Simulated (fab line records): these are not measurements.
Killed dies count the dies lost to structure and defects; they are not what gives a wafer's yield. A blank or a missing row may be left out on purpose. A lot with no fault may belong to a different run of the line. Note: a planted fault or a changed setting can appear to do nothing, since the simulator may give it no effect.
Struck lot and sound lot, side by side    flow nand-harc    42 steps out of a route of 1302
Sound: the wafers L995.3, L995.4, L995.5. Struck: wafer L114.4 (left out: L114.1, L114.3 of the same lot, which were not struck); the cause appears at the end.
For every step that has rows: the tool of each side, followed by ch and its chambers, followed by its first start. Under that, the readings that differ: sound wafers    struck wafers    difference of the means    sigmas: that difference in standard deviations of wafers without a fault.
alike: words and numbers the same on both sides, and readings whose means are apart by under 2 such deviations; not compared: readings that were withheld, readings missing a value for some wafer, numbers with overlapping values and no deviation given by the record, and bounds like >300 which may hide the same value.
A row with sigmas, a row that says differs or no value, or rows on one side alone: a step with any of these is where the two part. Non-overlapping numbers with no deviation appear without sigmas and do not part them. A reading that every wafer of one side lacks parts them only if that side has two wafers or more.

first, 2 steps without rows for these wafers: NHARC_P_STI_HARDBAKE_13 (time 65 s); NHARC_P_STI_DESCUM_14 (chemistry O2, time 3 s).
NHARC_P_STI_ETCH_42: etches the open film in N2/H2, target depth 80 nm, overetch 24 nm, time 61 s.
  sound on rie-diel-07 ch 0,2,3, day 2 20:37; struck on rie-diel-07 ch 3, day 10 21:18
  alike: drypump-motor-current-A, oes-product-au, rf-vpp-V, showerhead-plenum-p-Torr, throttle-valve-pct
  not compared: rf-hours-counter-h
NHARC_P_STI_ETCH_31: etches the open film in CF4/CHF3, target depth 108.9 nm, time 54.5 s.
  sound: rie-diel-07 ch 1,2; struck: rie-diel-07 ch 3
  alike: drypump-motor-current-A, oes-product-au, rf-vpp-V, showerhead-plenum-p-Torr, throttle-valve-pct
  not compared: rf-hours-counter-h
NHARC_P_STI_ETCH_15: etches the open film in HBr/Cl2, target depth 300 nm, time 100.1 s.
  sound on rie-si-01 ch 0,2,3, day 2 20:49; struck on rie-si-01 ch 3, day 10 21:29
  alike: drypump-motor-current-A, hbr-flow-sccm, he-backside-leak-sccm, oes-product-au, throttle-valve-pct
  not compared: rf-hours-counter-h
NHARC_P_STI_CD_MEAS_16:
  struck on cd-sem-02, day 10 21:39; sound on cd-sem-03, day 2 20:58
  alike: cd-nm
NHARC_P_STI_OCD_MEAS_17:
  struck on ocd-01, day 10 21:44; sound on ocd-02, day 2 21:04
  alike: trench-depth-nm, trench-foot-cd-nm
then, 3 steps without rows for these wafers: NHARC_P_STI_STRIP_19 (strips in SPM, time 900 s); NHARC_P_STI_PRECLEAN_32 (cleans in SC1); NHARC_P_STI_SRD_23.
NHARC_P_STI_OCD_MEAS_43:
  struck on ocd-02, day 10 22:15; sound on ocd-01, day 2 21:34
  alike: trench-depth-nm, trench-foot-cd-nm
then, 1 step without rows for these wafers: NHARC_P_STI_OXIDE_33 (material SiO2, target thk 10 nm, ox time 281 s).
NHARC_P_STI_HDPCVD_20: deposits SiO2.
  sound on hdpcvd-01 ch 0,1, day 3 06:34; struck on hdpcvd-01 ch 0,1, day 11 06:35
then, 1 step without rows for these wafers: NHARC_P_STI_ANNEAL_34 (time 1800 s).
NHARC_P_STI_CMP_21: polishes, t overpolish 20 s, target thk 380.67 nm.
  sound on cmp-01 ch 2,3, day 3 17:57; struck on cmp-01 ch 1, day 11 15:34
  alike: edge-zone-pressure-frac, motor-current-A, overpolish-run-s, slurry-filter-dp-kPa
then, 7 steps without rows for these wafers: NHARC_P_STI_SRD_35; NHARC_P_STI_ETCH_36 (etches SiO2 in dHF, target depth 38.8 nm); NHARC_P_STI_STRIP_24 (strips Si3N4 in H3PO4); NHARC_P_STI_ETCH_37 (etches SiO2 in dHF, target depth 11 nm); NHARC_P_STI_PRECLEAN_38 (cleans in SC1); NHARC_P_STI_SRD_39; NHARC_P_STI_OXIDE_40 (material SiO2, target thk 10 nm, ox time 1362 s).
NHARC_P_STI_INSPECT_25:
  struck on defect-inspect-01, day 11 21:01; sound on defect-inspect-01, day 4 01:55
  alike: raw-defect-count
then, 12 steps without rows for these wafers: NHARC_P_GATE_ETCH_69 (etches SiO2 in dHF, target depth 14 nm); NHARC_P_GATE_PRECLEAN_70 (cleans in SC1); NHARC_P_GATE_SRD_01; NHARC_P_GATE_OXIDE_02 (material SiO2, target thk 37.5 nm, ox time 365 s); NHARC_P_GATE_DEHYDRATE_03 (time 120 s); NHARC_P_GATE_HMDS_04 (time 30 s); NHARC_P_GATE_COAT_05; NHARC_P_GATE_SOFTBAKE_06 (time 95 s); NHARC_P_GATE_EBR_07; NHARC_P_GATE_EXPOSE_08 (exposes mask P HV); NHARC_P_GATE_PEB_09 (peb time 85 s); NHARC_P_GATE_DEVELOP_10 (time 70 s).
NHARC_P_GATE_CD_MEAS_11: the cd target is 1640 nm.
  the record has rows for the sound wafers here (cd-sem-03 ch 0, day 4 10:33) and none for the struck ones
then, 1 step without rows for these wafers: NHARC_P_GATE_HARDBAKE_12 (time 80 s).
NHARC_P_GATE_DESCUM_13: chemistry O2, time 3 s.
  the record has rows for the sound wafers here (rie-diel-09 ch 1,3, day 4 10:43) and none for the struck ones
then, 3 steps without rows for these wafers: NHARC_P_GATE_ETCH_14 (etches SiO2 in dHF, target depth 48.8 nm); NHARC_P_GATE_STRIP_15 (strips in SPM, time 780 s); NHARC_P_GATE_PRECLEAN_71 (cleans in SC1).
-- break in the record here, with 21 days between the starts of the struck wafers on either side (left off in module P_GATE, picked up again in module END, where the first step shown is number 1302 on the route) --
NHARC_END_SORT_01:
  the record has rows for the struck wafers here (prober-02 ch 0, day 33 05:56) and none for the sound ones

## WHERE THEY PART
Earliest at NHARC_P_GATE_CD_MEAS_11; latest, in this record, at NHARC_END_SORT_01.

WHY: what had been put in by the simulator
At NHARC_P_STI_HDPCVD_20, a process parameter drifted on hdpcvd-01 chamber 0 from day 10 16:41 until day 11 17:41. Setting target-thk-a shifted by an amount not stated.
